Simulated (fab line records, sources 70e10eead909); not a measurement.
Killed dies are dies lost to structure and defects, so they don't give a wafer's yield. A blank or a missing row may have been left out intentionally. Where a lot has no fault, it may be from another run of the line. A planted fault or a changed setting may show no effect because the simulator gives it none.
Which tool is to blame? + flow nandHarc + 13 lots with 39 wafers sampled at 6 steps, on a route of 1302 steps

== WHAT EACH GAUGE READ, for each wafer ==
NHARC_A_START_INSPECT_01. Usual: rawDefectCount at 3.5, with a standard deviation of 1.7.
| lot  | measured     | on               | rawDefectCount | flag |
|------|--------------|------------------|----------------|------|
| L361 | day 6 16:37  | defectInspect-01 | 3 2 4          |      |
| L362 | day 7 03:22  | defectInspect-02 | 3 5 3          |      |
| L363 | day 7 17:26  | defectInspect-01 | 2 4 6          |      |
| L364 | day 8 03:32  | defectInspect-02 | 6 4 8          |      |
| L365 | day 8 13:34  | defectInspect-02 | 3 8 2          |      |
| L368 | day 9 15:02  | defectInspect-02 | 1 4 3          |      |
| L373 | day 11 14:48 | defectInspect-01 | 1 5 4          |      |
| L378 | day 13 17:53 | defectInspect-01 | 3 2 1          |      |
| L379 | day 14 02:42 | defectInspect-01 | 5 2 6          |      |
| L380 | day 14 19:32 | defectInspect-01 | 4 3 3          |      |
| L381 | day 15 01:20 | defectInspect-02 | 4 5 4          |      |
| L383 | day 16 00:41 | defectInspect-02 | 3 2 1          |      |
| L384 | day 16 07:57 | defectInspect-01 | 2 5 3          |      |

NHARC_A_ONON_D1_THK_MEAS_02: measures by ellipsometry. Usual: thkNm at 998 nm, with a standard deviation of 11.
| lot  | measured     | on           | thkNm (nm)                    | flag |
|------|--------------|--------------|-------------------------------|------|
| L361 | day 7 15:37  | filmMetro-01 | 992 991 992                   |      |
| L362 | day 8 02:27  | filmMetro-02 | 978 976 978                   |      |
| L363 | day 8 19:43  | filmMetro-02 | 1000 1001 1000                |      |
| L364 | day 9 03:07  | filmMetro-01 | 996 996 996                   |      |
| L365 | day 9 12:33  | filmMetro-01 | 1000 1000 1001                |      |
| L368 | day 10 14:35 | filmMetro-01 | 1014 1014 1014                |      |
| L373 | day 12 14:19 | filmMetro-02 | 1578 1019 1019 1576 1015 1018 | OFF  |
| L378 | day 14 20:08 | filmMetro-01 | 997 998 999                   |      |
| L379 | day 15 04:05 | filmMetro-01 | 1003 1003 1002                |      |
| L380 | day 15 19:14 | filmMetro-01 | 1000 1001 1000                |      |
| L381 | day 16 02:18 | filmMetro-02 | 993 994 994                   |      |
| L383 | day 17 02:45 | filmMetro-01 | 997 995 997                   |      |
| L384 | day 17 07:34 | filmMetro-01 | 1007 1009 1008                |      |

NHARC_END_SORT_01. Usual: killedAtArray 56, standard deviation 20; killedAtOther 1, standard deviation 1.3; killedAtPeriphery 3.5, standard deviation 2.7; killedDies 60, standard deviation 20; killedOpen 3.3, standard deviation 1.6; killedShort 2.4, standard deviation 1.5.
| lot  | measured     | on        | killedAtArray | killedAtOther | killedAtPeriphery | killedDies | killedOpen | killedShort | flag |
|------|--------------|-----------|---------------|---------------|-------------------|------------|------------|-------------|------|
| L363 | day 25 04:04 | prober-02 | 82 81 59      | 0 0 0         | 3 8 8             | 85 89 67   | 5 2 2      | 2 3 2       |      |
| L373 | day 29 06:25 | prober-02 | 672 65 45     | 2 0 1         | 3 1 5             | 677 66 51  | 3 3 6      | 2 2 6       | OFF  |
| L383 | day 33 04:02 | prober-01 | 50 56 55      | 0 2 0         | 1 2 2             | 51 60 57   | 3 8 4      | 0 3 3       |      |

== WHAT TOOL EACH LOT RAN ON (gives the tool, then ch and the chambers of the sampled wafers, and finally the start) ==
| lot  | NHARC_P_BONDPAD_PVD_17                 | NHARC_P_BONDPAD_ANNEAL_28       | NHARC_A_ONON_D1_DEP_00          |
|------|----------------------------------------|---------------------------------|---------------------------------|
| L361 | pvdSputter-03, day 6 15:14 or earlier  | rtpAnneal-01 ch 0, day 6 15:14  | pecvdOnon-01 ch 0, day 7 15:05  |
| L362 | pvdSputter-01, day 7 02:01 or earlier  | rtpAnneal-01 ch 0, day 7 02:01  | pecvdOnon-02 ch 0, day 8 01:56  |
| L363 | pvdSputter-03, day 7 16:04 or earlier  | rtpAnneal-01 ch 0, day 7 16:04  | pecvdOnon-01 ch 0, day 8 19:12  |
| L364 | pvdSputter-01, day 8 02:19 or earlier  | rtpAnneal-01 ch 0, day 8 02:19  | pecvdOnon-01 ch 0, day 9 02:46  |
| L365 | pvdSputter-01, day 8 12:12 or earlier  | rtpAnneal-01 ch 0, day 8 12:12  | pecvdOnon-02 ch 0, day 9 12:02  |
| L368 | pvdSputter-03, day 9 13:44 or earlier  | rtpAnneal-02 ch 0, day 9 13:44  | pecvdOnon-01 ch 0, day 10 14:07 |
| L373 | pvdSputter-02, day 11 13:31 or earlier | rtpAnneal-01 ch 0, day 11 13:31 | pecvdOnon-02 ch 0, day 12 13:52 |
| L378 | pvdSputter-01, day 13 16:25 or earlier | rtpAnneal-02 ch 0, day 13 16:25 | pecvdOnon-01 ch 0, day 14 19:37 |
| L379 | pvdSputter-03, day 14 01:23 or earlier | rtpAnneal-01 ch 0, day 14 01:23 | pecvdOnon-02 ch 0, day 15 03:38 |
| L380 | pvdSputter-02, day 14 18:12 or earlier | rtpAnneal-01 ch 0, day 14 18:12 | pecvdOnon-02 ch 0, day 15 18:44 |
| L381 | pvdSputter-03, day 14 23:59 or earlier | rtpAnneal-01 ch 0, day 14 23:59 | pecvdOnon-02 ch 0, day 16 01:47 |
| L383 | pvdSputter-01, day 15 23:23 or earlier | rtpAnneal-01 ch 0, day 15 23:23 | pecvdOnon-02 ch 0, day 17 02:18 |
| L384 | pvdSputter-02, day 16 06:38 or earlier | rtpAnneal-02 ch 0, day 16 06:38 | pecvdOnon-02 ch 0, day 17 07:07 |
- NHARC_P_BONDPAD_PVD_17: deposits TaN, target thk 5 nm, time 8.06 s.
- NHARC_P_BONDPAD_ANNEAL_28: time 90 s.
- NHARC_A_ONON_D1_DEP_00: target thk 1000 nm.

== WHAT THE TOOLS THEMSELVES READ (means of the sampled wafers that have a number; where no wafer has one, the mark that the record gives instead) ==
NHARC_P_BONDPAD_PVD_17. Usual: throttleValvePct at 29.7 %, with a standard deviation of 0.77.
| lot  | tool          | throttleValvePct (%) | flag |
|------|---------------|----------------------|------|
| L361 | pvdSputter-03 | 30.3                 |      |
| L362 | pvdSputter-01 | 29.1                 |      |
| L363 | pvdSputter-03 | 30.2                 |      |
| L364 | pvdSputter-01 | 29.1                 |      |
| L365 | pvdSputter-01 | 29.1                 |      |
| L368 | pvdSputter-03 | 30.0                 |      |
| L373 | pvdSputter-02 | 29.2                 |      |
| L378 | pvdSputter-01 | 29.6                 |      |
| L379 | pvdSputter-03 | 30.0                 |      |
| L380 | pvdSputter-02 | 29.3                 |      |
| L381 | pvdSputter-03 | 29.9                 |      |
| L383 | pvdSputter-01 | 30.1                 |      |
| L384 | pvdSputter-02 | 29.5                 |      |

NHARC_P_BONDPAD_ANNEAL_28. Usual: wafer_temp_C_max at 226.00, with a standard deviation of 0.29.
| lot  | tool         | wafer_temp_C_max | flag |
|------|--------------|------------------|------|
| L361 | rtpAnneal-01 | 225.76           |      |
| L362 | rtpAnneal-01 | 225.70           |      |
| L363 | rtpAnneal-01 | 225.82           |      |
| L364 | rtpAnneal-01 | 225.99           |      |
| L365 | rtpAnneal-01 | 225.78           |      |
| L368 | rtpAnneal-02 | 226.43           |      |
| L373 | rtpAnneal-01 | 225.83           |      |
| L378 | rtpAnneal-02 | 226.28           |      |
| L379 | rtpAnneal-01 | 225.74           |      |
| L380 | rtpAnneal-01 | 225.79           |      |
| L381 | rtpAnneal-01 | 225.85           |      |
| L383 | rtpAnneal-01 | 225.68           |      |
| L384 | rtpAnneal-02 | 226.06           |      |

== THE ANSWER, worked out from the rows above alone ==
Rule: take the mean of a lot's wafers that have a number; if it is more than 3 standard deviations from the usual mean, the lot is off. A lot without any number at a reading at which 4 lots or more have one is off too. All remaining lots with rows at the step are treated as sound. Order of review: gauges by route order, followed by the tools' own readings, for which a lot's mean as printed above is used. The first step at which some lot is off is used, and at that step the reading that is off furthest; a lot without a number counts as furthest.
Off: L373 (NHARC_A_ONON_D1_THK_MEAS_02, thkNm).
A tool fits if, at a process step before that reading, it ran every lot that is off, and no sound lot after the first of them. The gauges at NHARC_A_ONON_D1_THK_MEAS_02 aren't tried: what is off there is off at NHARC_END_SORT_01 too, on other tools, and a gauge's error can't cause that. With no start given for some of its lots, NHARC_P_BONDPAD_PVD_17 uses the hours and lot order of NHARC_P_BONDPAD_ANNEAL_28. None of those tried fits.

== WHAT THE SIMULATOR HAD INSERTED ==
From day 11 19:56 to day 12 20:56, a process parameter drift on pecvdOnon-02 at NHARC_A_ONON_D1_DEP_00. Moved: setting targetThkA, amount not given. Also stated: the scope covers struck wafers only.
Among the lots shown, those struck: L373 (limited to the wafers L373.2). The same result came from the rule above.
